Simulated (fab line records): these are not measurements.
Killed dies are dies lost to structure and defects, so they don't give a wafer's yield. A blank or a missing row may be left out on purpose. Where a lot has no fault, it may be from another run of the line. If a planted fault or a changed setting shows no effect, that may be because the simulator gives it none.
A lot that was struck, set against a sound lot	flow nand-harc	24 steps out of a route of 1159
Sound: the wafers L899.1, L899.5, L899.6. The struck wafers were L913.3, L913.4, L913.6. Last of all comes the cause.
Each step with rows lists, per side, the tool, then ch with its chambers, then its first start. Under that, the readings that differ: sound wafers	struck wafers	difference of the means	sigmas: that difference in standard deviations of wafers without a fault.
alike: a reading whose means differ by less than 2 such deviations, as well as words and numbers matching on both sides. not compared: withheld readings; readings where some wafer has no value; bounds like >300 that might hide an equal value; numbers whose values overlap and for which the record gives no deviation.
The two part at a step that has a row with sigmas, a row that says differs or no value, or rows on one side only. Numbers that have no deviation but don't overlap get no sigmas and don't part them. A reading missing from all wafers of one side parts the sides only when that side holds two or more wafers.

NHARC_A_M0_INSPECT_27:
  struck on defect-inspect-02, day 21 15:48; sound on defect-inspect-01, day 17 14:08
  alike: raw-defect-count
NHARC_A_M0_PRE_CLEAN_31: time 12 s.
  sound on pecvd-01 ch 0,1, day 17 14:22; struck on pecvd-01 ch 0,1, day 21 15:53
  alike: heater-power-w, susceptor-temp-C
NHARC_A_M0_DEP_32: deposits SiCN, target thk 30 nm.
  sound on pecvd-01 ch 0,1, day 17 14:30; struck on pecvd-01 ch 0,1, day 21 16:02
  alike: chamber-pressure-Torr, heater-power-w, susceptor-temp-C
then, 8 steps without rows for these wafers: NHARC_A_M1_DEP_00 (deposits SiOC, target thk 182.5 nm); NHARC_A_M1_DEHYDRATE_01 (time 120 s); NHARC_A_M1_HMDS_02 (time 30 s); NHARC_A_M1_COAT_34 (time 65 s); NHARC_A_M1_COAT_03 (resist thk 90 nm); NHARC_A_M1_SOFTBAKE_04 (time 55 s); NHARC_A_M1_EBR_05; NHARC_A_M1_EXPOSE_06 (exposes mask A M1, target cd 120 nm).
NHARC_A_M1_PEB_07: peb time 65 s.
  sound on litho-track-06 ch 0, day 17 15:35; struck on litho-track-01 ch 0, day 21 17:05
reading	sound	struck	difference	sigmas
heater-power-total-W (W)	156.6 157.1 156.9	160.2 160.3 160.5	+3.5	+9
plate-temp-C (C)	100.10 99.96 100.04	101.68 101.72 101.72	+1.67	+14
then, 1 step without rows for these wafers: NHARC_A_M1_DEVELOP_08 (develop time 35 s).
NHARC_A_M1_CD_MEAS_09: target cd 120 nm.
  sound on cd-sem-02 ch 0, day 17 15:40; struck on cd-sem-03 ch 0
reading	sound	struck	difference	sigmas
cd-nm (nm)	120.6 120.2 120.8	124.4 125.4 125.2	+4.5	+7
  not compared: hold
NHARC_A_M1_OVL_MEAS_10: pitch 240 nm.
  struck on overlay-01, day 21 19:32; sound on overlay-02, day 17 15:45
reading	sound	struck	difference	sigmas
hold	- - -	await-dispo/2.1h/release await-dispo/2.1h/release await-dispo/2.1h/release	no value on the sound wafers	
  alike: overlay-x-nm, overlay-y-nm
NHARC_A_M1_INSPECT_11:
  struck on defect-inspect-02, day 21 19:35; sound on defect-inspect-02, day 17 15:47
  alike: raw-defect-count
NHARC_A_M1_DESCUM_14: chemistry O2, time 3 s.
  sound on rie-diel-01 ch 1,2, day 17 15:50; struck on rie-diel-07 ch 0,1, day 21 19:38
reading	sound	struck	difference	sigmas
model.A_M1.cd-nm (nm)	120.2 120.4 120.8	124.7 126.1 125.1	+4.8	
  alike: drypump-motor-current-A, oes-product-au, rf-vpp-V, showerhead-plenum-p-Torr, throttle-valve-pct
  not compared: rf-hours-counter-h
NHARC_A_M1_ETCH_35: etches the open film in N2/H2, target depth 40 nm, overetch 12 nm, time 43.94 s.
  sound on rie-diel-01 ch 2,3, day 17 15:56; struck on rie-diel-07 ch 0,1, day 21 19:44
  alike: drypump-motor-current-A, oes-product-au, rf-vpp-V, showerhead-plenum-p-Torr, throttle-valve-pct
  not compared: rf-hours-counter-h
NHARC_A_M1_ETCH_15: etches the open film in C4F8/Ar, target depth 182.5 nm, time 91.2 s.
  sound on rie-diel-01 ch 0,1; struck on rie-diel-07 ch 2,3
reading	sound	struck	difference	sigmas
oes-product-au (a.u.)	0.921 0.922 0.912	0.985 0.967 0.962	+0.053	+3
  alike: rf-vpp-V
  not compared: rf-hours-counter-h
NHARC_A_M1_CD_MEAS_16:
  struck on cd-sem-03, day 21 20:08; sound on cd-sem-02, day 17 16:09
reading	sound	struck	difference	sigmas
cd-nm (nm)	120.3 120.3 120.4	125.2 125.9 125.2	+5.1	+6
  not compared: hold
NHARC_A_M1_STRIP_18: strips in N2/H2.
  sound on rie-diel-07 ch 2,3, day 17 16:15; struck on rie-diel-07 ch 1,2,3, day 21 22:28
reading	sound	struck	difference	sigmas
hold	- - -	await-dispo/2.2h/release await-dispo/2.2h/release await-dispo/2.2h/release	no value on the sound wafers	
  alike: drypump-motor-current-A, oes-product-au, rf-vpp-V, showerhead-plenum-p-Torr, throttle-valve-pct
  not compared: rf-hours-counter-h
NHARC_A_M1_ETCH_28: etches the open film in CF4/N2, target depth 30 nm, time 72.99 s.
  sound on rie-diel-07 ch 0,1; struck on rie-diel-07 ch 0,2,3
reading	sound	struck	difference	sigmas
oes-product-au (a.u.)	0.983 1.006 0.987	1.008 1.005 1.025	+0.021	+3
model.A_M1.cd-nm (nm)	121.4 119.8 121.4	124.7 127.1 125.4	+4.9	
  alike: drypump-motor-current-A, rf-vpp-V, showerhead-plenum-p-Torr, throttle-valve-pct
  not compared: rf-hours-counter-h
then, 1 step without rows for these wafers: NHARC_A_M1_STRIP_19 (strips in post etch residue remover, time 600 s).
NHARC_END_SORT_01:
  the record has rows for the struck wafers here (prober-02 ch 0, day 23 06:46) and none for the sound ones

## WHERE THEY PART
First at NHARC_A_M1_PEB_07; last, within this record, at NHARC_END_SORT_01.

WHY: what had been put in by the simulator
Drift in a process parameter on litho-track-01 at NHARC_A_M1_PEB_07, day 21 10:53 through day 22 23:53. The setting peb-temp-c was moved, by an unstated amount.
